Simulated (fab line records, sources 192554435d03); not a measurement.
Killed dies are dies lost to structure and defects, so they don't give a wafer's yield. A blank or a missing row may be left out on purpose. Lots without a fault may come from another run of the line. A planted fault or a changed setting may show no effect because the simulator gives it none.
Split-lot experiment | flow n5_finfet | 7 lots, 21 wafers read, on a route of 1938 steps

THE SPLIT
At N5_HKMG_FIN_COAT_43 (resist thk 90 nm), the setting spin_rpm was moved away from the recipe's 1500 rpm on 5 of the 21 wafers read, by -10.3% to +7.9%. The other wafers ran this setting at the recipe's value.

FROM THE SPLIT TO THE READING: what the file shows between them, 3 steps
- N5_HKMG_FIN_EBR_45
- N5_HKMG_FIN_SOFTBAKE_44: time 60 s
- N5_HKMG_FIN_DESCUM_53: chemistry O2, time 7.9 s

THE READING
CAR-ArF_of_HKMG_FIN_COAT_43.thk_nm (the simulator's own value, which no gauge read), in nm, at N5_HKMG_FIN_ETCH_54 (etches SiARC in CF4, target depth 45.5 nm, time 75.8 s). The file gives no usual value for it. The 16 wafers here that ran the recipe average 50.6 nm, standard deviation 0.74 nm.

wafer  | tool, chamber at the split | spin_rpm as run, rpm | against the recipe | CAR-ArF_of_HKMG_FIN_COAT_43.thk_nm, nm | against lot-mates on the recipe
L076.1 | litho_track-01, 0          | 1500                 | recipe             | 50.6                                   | -
L076.4 | litho_track-01, 0          | 1500                 | recipe             | 48.8                                   | -
L076.6 | litho_track-01, 0          | 1500                 | recipe             | 48.8                                   | -
L081.1 | litho_track-05, 0          | 1500                 | recipe             | 50.6                                   | -
L081.2 | litho_track-05, 0          | 1500                 | recipe             | 50.8                                   | -
L081.3 | litho_track-05, 0          | 1500                 | recipe             | 50.8                                   | -
L083.1 | litho_track-01, 0          | 1447                 | -3.5%              | 53                                     | +1.4
L083.4 | litho_track-01, 0          | 1500                 | recipe             | 51.6                                   | -
L083.5 | litho_track-01, 0          | 1447                 | -3.5%              | 52.8                                   | +1.2
L088.1 | litho_track-02, 0          | 1500                 | recipe             | 50.8                                   | -
L088.2 | litho_track-02, 0          | 1500                 | recipe             | 51                                     | -
L088.3 | litho_track-02, 0          | 1500                 | recipe             | 50.8                                   | -
L089.3 | litho_track-02, 0          | 1500                 | recipe             | 51.4                                   | -
L089.4 | litho_track-02, 0          | 1619                 | +7.9%              | 47.8                                   | -3.3
L089.6 | litho_track-02, 0          | 1500                 | recipe             | 50.8                                   | -
L096.1 | litho_track-02, 0          | 1500                 | recipe             | 50.8                                   | -
L096.4 | litho_track-02, 0          | 1500                 | recipe             | 51                                     | -
L096.6 | litho_track-02, 0          | 1500                 | recipe             | 51                                     | -
L097.3 | litho_track-01, 0          | 1500                 | recipe             | 50.6                                   | -
L097.4 | litho_track-01, 0          | 1346                 | -10.3%             | 55.8                                   | +5.2
L097.6 | litho_track-01, 0          | 1346                 | -10.3%             | 55.8                                   | +5.2

THE FIT
A straight line over all 21 wafers: CAR-ArF_of_HKMG_FIN_COAT_43.thk_nm changes by -0.475 nm for each +1% of spin_rpm; r = -0.93; the points scatter about the line by 0.73 nm.
The same after taking each lot's own level away (the mean of its wafers on the recipe; 21 wafers): -0.475 nm for each +1%; r = -0.98; scatter 0.41 nm.
On that fit, the largest move of spin_rpm shifts the reading by 4.9 nm.
The lots' own levels span 49.40 to 51.60 nm, that is 3.0 times the standard deviation above.
So the lot-to-lot level changes the slope little: the two slopes agree.
Check: with one of the wafers moved furthest among these (-10.3%) left out of the fit, the line predicts +4.72 nm for it against its lot-mates. It came out at +5.2 nm against them.

OTHER SPLITS ON THESE WAFERS
These wafers also went through other splits before the reading. Each is held against what the fit with the lots' levels taken away leaves over:
other split on the same wafers | wafers away from the commonest value | r with CAR-ArF_of_HKMG_FIN_COAT_43.thk_nm (lot level and that fit taken away)
N5_SD_EPI_P_PEB_07 peb_time_s  | 3                                    | +0.59
N5_HKMG_FIN_COAT_42 spin_rpm   | 3                                    | +0.53

THE WHOLE CHAIN: every reading that the file lists as answering this split, in the file's order
step                  | what it does                                           | reading                                                                             | change (the file's fit)               | r (the file's)
N5_HKMG_FIN_COAT_43   | resist thk 90 nm                                       | CAR-ArF_of_HKMG_FIN_COAT_43.thk_nm (the simulator's own value, which no gauge read) | -0.459 nm for each +1% of the setting | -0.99
N5_HKMG_FIN_DESCUM_53 | chemistry O2, time 7.9 s                               | CAR-ArF_of_HKMG_FIN_COAT_43.thk_nm (the simulator's own value, which no gauge read) | -0.453 nm for each +1% of the setting | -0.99
N5_HKMG_FIN_ETCH_54   | etches SiARC in CF4, target depth 45.5 nm, time 75.8 s | CAR-ArF_of_HKMG_FIN_COAT_43.thk_nm (the simulator's own value, which no gauge read) | -0.465 nm for each +1% of the setting | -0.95

THE FILE'S OWN FIT
CAR-ArF_of_HKMG_FIN_COAT_43.thk_nm changes by -0.465 nm for each +1% of spin_rpm, r = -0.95.
